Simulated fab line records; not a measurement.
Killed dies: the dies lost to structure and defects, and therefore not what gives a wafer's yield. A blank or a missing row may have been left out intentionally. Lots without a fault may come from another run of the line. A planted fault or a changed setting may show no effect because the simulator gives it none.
A lot that was struck, set against a sound lot    flow nandHarc    40 steps out of a route of 1302
Sound: these wafers, L102.2, L102.3, L102.5. The struck wafers were L121.1, L121.3, L121.6. The cause is named last.
Per side, at each step with rows, come the tool, then ch with its chambers, and then its first start. Under that, the readings that differ: sound wafers    struck wafers    difference of the means    sigmas: that difference in standard deviations of wafers without a fault.
alike: same words and numbers on both sides, and readings whose means sit less than 2 such deviations apart. not compared: any withheld reading, any reading some wafer has no value for, any bound like >300 that may hide the same value, and any number with overlapping values for which the record gives no deviation.
The two part at a step that has a row with sigmas, a row that says differs or no value, or rows on one side only. Numbers that have no deviation but don't overlap get no sigmas and don't part them. Lack of a reading on every wafer of one side parts them only where that side has two or more wafers.

first, 11 steps without rows for these wafers: NHARC_A_STAIRCASE_DEHYDRATE_260 (time 120 s); NHARC_A_STAIRCASE_HMDS_261 (time 30 s); NHARC_A_STAIRCASE_COAT_262; NHARC_A_STAIRCASE_SOFTBAKE_263 (time 170 s); NHARC_A_STAIRCASE_EBR_264; NHARC_A_STAIRCASE_EXPOSE_265 (exposes mask CHOP 200); NHARC_A_STAIRCASE_PEB_266 (peb time 130 s); NHARC_A_STAIRCASE_DEVELOP_267 (time 140 s); NHARC_A_STAIRCASE_HARDBAKE_269 (time 140 s); NHARC_A_STAIRCASE_DESCUM_270 (chemistry O2, time 3 s); NHARC_A_STAIRCASE_ETCH_271 (etches the open film in CF4/CHF3).
NHARC_A_STAIRCASE_HM_OPEN_457: chemistry O2/COS.
  sound on rieDiel-12 ch 1,3, day 17 13:28; struck on rieDiel-12 ch 0,1,3, day 25 11:14
  alike: drypumpMotorCurrentA, o2FlowSccm, oesProductAu, rfVppV, showerheadPlenumPTorr, throttleValvePct
  not compared: rfHoursCounterH
then, 1 step without rows for these wafers: NHARC_A_STAIRCASE_STRIP_458 (strips in O2/COS).
NHARC_A_STAIRCASE_ETCH_451: etches the open film in CF4/O2, target depth 30 nm, overetch 3 nm, time 16.5 s.
  sound on rieDiel-04 ch 0,1,2, day 17 13:47; struck on rieDiel-12 ch 0,3
  alike: drypumpMotorCurrentA, o2FlowSccm, oesProductAu, rfVppV, showerheadPlenumPTorr, throttleValvePct
  not compared: rfHoursCounterH
NHARC_A_STAIRCASE_ETCH_273: etches the open film in C4F8/O2/Ar, target depth 10200 nm, time 2468.6 s.
  sound on rieDiel-12 ch 0,1, day 17 14:06; struck on rieDiel-12 ch 0,2,3
reading              sound              struck             difference  sigmas
oesProductAu (a.u.)  0.925 0.927 0.928  0.969 0.968 0.951  +0.036      +3
  alike: rfVppV
  not compared: rfHoursCounterH
then, 5 steps without rows for these wafers: NHARC_A_STAIRCASE_STRIP_274 (strips in O2); NHARC_A_STAIRCASE_STRIP_275 (strips in SPM, time 900 s); NHARC_A_STAIRCASE_PRECLEAN_276 (cleans in SC1); NHARC_A_STAIRCASE_SRD_277; NHARC_A_STAIRCASE_HM_DEP_459 (deposits aC, target thk 1500 nm).
NHARC_A_STAIRCASE_DEP_280: deposits SiON, target thk 30 nm.
  sound on pecvd-01 ch 1,2, day 17 19:40; struck on pecvd-01 ch 0,2, day 25 17:06
  alike: heaterPowerW, susceptorTempC
  not compared: sinceWetCleanH
then, 10 steps without rows for these wafers: NHARC_A_STAIRCASE_DEHYDRATE_281 (time 120 s); NHARC_A_STAIRCASE_HMDS_282 (time 30 s); NHARC_A_STAIRCASE_COAT_283; NHARC_A_STAIRCASE_SOFTBAKE_284 (time 170 s); NHARC_A_STAIRCASE_EBR_285; NHARC_A_STAIRCASE_EXPOSE_286 (exposes mask CHOP 100); NHARC_A_STAIRCASE_PEB_287 (peb time 130 s); NHARC_A_STAIRCASE_DEVELOP_288 (time 140 s); NHARC_A_STAIRCASE_HARDBAKE_290 (time 140 s); NHARC_A_STAIRCASE_DESCUM_291 (chemistry O2, time 3 s).
NHARC_A_STAIRCASE_ETCH_292: etches the open film in CF4/CHF3.
  sound on rieDiel-12 ch 0,2,3, day 17 20:42; struck on rieDiel-04 ch 1,2,3, day 25 21:20
reading                       sound              struck             difference  sigmas
rfVppV (V)                    368.3 367.0 371.3  373.9 373.4 374.5  +5.1        +3
showerheadPlenumPTorr (Torr)  1.51 1.47 1.64     1.68 1.65 1.68     +0.13       +2
  alike: drypumpMotorCurrentA, oesProductAu, throttleValvePct
  not compared: rfHoursCounterH
NHARC_A_STAIRCASE_HM_OPEN_460: chemistry O2/COS.
  sound on rieDiel-12 ch 0,3; struck on rieDiel-04 ch 0,1
  alike: drypumpMotorCurrentA, o2FlowSccm, oesProductAu, rfVppV, showerheadPlenumPTorr, throttleValvePct
  not compared: rfHoursCounterH
then, 6 steps without rows for these wafers: NHARC_A_STAIRCASE_STRIP_461 (strips in O2/COS); NHARC_A_STAIRCASE_ETCH_452 (etches the open film in CF4/O2, target depth 30 nm, overetch 3 nm, time 16.5 s); NHARC_A_STAIRCASE_ETCH_294 (etches the open film in C4F8/O2/Ar, target depth 4989 nm, time 1211.6 s); NHARC_A_STAIRCASE_STRIP_295 (strips in O2); NHARC_A_STAIRCASE_STRIP_296 (strips in SPM, time 900 s); NHARC_A_STAIRCASE_PRECLEAN_297 (cleans in SC1).
-- the record jumps here: 7 days lie between the struck wafers' starts before and after (it left off in module A_STAIRCASE and takes up again in module END, whose first step shown is number 1302 of the route) --
NHARC_END_SORT_01:
  at this point the record logs the struck wafers (prober-02 ch 0, day 33 04:31) and has no rows for the sound ones

WHERE THEY PART
Earliest at NHARC_A_STAIRCASE_ETCH_273; latest, in this record, at NHARC_END_SORT_01.

WHY: whatever the simulator had introduced
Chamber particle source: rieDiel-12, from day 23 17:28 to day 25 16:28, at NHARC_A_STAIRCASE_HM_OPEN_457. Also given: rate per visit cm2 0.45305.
